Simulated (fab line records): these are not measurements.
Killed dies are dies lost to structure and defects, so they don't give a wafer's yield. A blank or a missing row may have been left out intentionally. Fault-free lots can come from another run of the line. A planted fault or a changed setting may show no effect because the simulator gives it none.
Matching of chambers ; flow n5-finfet ; N5_MOL_CONTACT_COAG_ETCH_65 on rie-diel-04: 4 sister chambers
The step etches underlayer in N2/H2, target depth 13 nm, time 10.4 s. 4 wafers are shown with their chamber, then 7 later ones without.

WAFERS PAIRED WITH THEIR CHAMBERS
wafer;chamber;drypump-motor-current-A (A)
L089.3;0;5.8
L089.5;1;6.3
L090.1;3;5.2
L090.5;2;6.1

WAFERS WITH NO CHAMBER GIVEN
wafer;drypump-motor-current-A (A)
L090.6;5.1
L094.1;5.1
L094.3;6.1
L094.4;5.8
L097.3;5.0
L097.5;5.1
L097.6;5.8

WHICH CHAMBER EACH ONE RAN IN
wafer;from the rows above;in truth
L090.6;3;3
L094.1;3;3
L094.3;can't be placed: 2 or 1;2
L094.4;0;0
L097.3;3;3
L097.5;3;3
L097.6;0;0
6 of 7 placed correctly. Cannot be placed on the basis of these rows: 1; the candidates contain the true chamber in 1. Wrongly placed: 0.
How it was worked out, from the rows above alone: a wafer's distance from a chamber is the root of the sum, over the readings, of the square of ((its reading less the chamber's mean) divided by the reading's scatter). The wafer belongs to the nearest chamber; if the next one is less than 2 further off, it can't be placed. For every chamber, the mean is computed from those of its wafers that are shown. The scatter: with one shown wafer a chamber, the root of the mean of the squares of how far each hidden wafer lies from its nearest shown one.
